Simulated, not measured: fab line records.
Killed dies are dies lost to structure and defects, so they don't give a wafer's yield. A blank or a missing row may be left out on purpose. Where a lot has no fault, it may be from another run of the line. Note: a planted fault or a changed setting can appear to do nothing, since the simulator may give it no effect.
Matching of chambers -- flow nand-harc -- NHARC_P_CONTACT_STRIP_28 on rie-diel-01 has 4 sister chambers
The step strips in O2. 4 wafers are shown with their chamber, then 8 later ones without.

WAFERS WITH THEIR CHAMBER
wafer,chamber,drypump-motor-current-A (A)
L925.2,0,6.1
L924.6,1,5.1
L926.6,3,5.6
L927.1,2,5.6

WAFERS WITH NO CHAMBER GIVEN
wafer,drypump-motor-current-A (A)
L927.2,6.1
L927.6,5.1
L935.1,6.1
L935.2,5.1
L935.6,6.1
L938.1,6.1
L938.3,5.2
L938.6,5.6

WHICH CHAMBER EACH WENT THROUGH
wafer,from the rows above,in truth
L927.2,0,0
L927.6,1,1
L935.1,0,0
L935.2,1,1
L935.6,0,0
L938.1,0,0
L938.3,1,1
L938.6,can't be placed: 2 or 3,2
Placed correctly: 7 of 8. Not placeable from these rows: 1 (in 1, the candidates include the true chamber). Number placed wrongly: 0.
How it was worked out, from the rows above alone: a wafer's distance from a chamber is the root of the sum, over the readings, of the square of ((its reading less the chamber's mean) divided by the reading's scatter). If the next closest chamber is less than 2 further off than the closest, the wafer can't be placed; otherwise it belongs to the closest. The mean given for a chamber averages the wafers shown for that chamber. The scatter (one wafer shown for each chamber): square how far every hidden wafer sits from the nearest shown wafer, average those squares and take the square root.
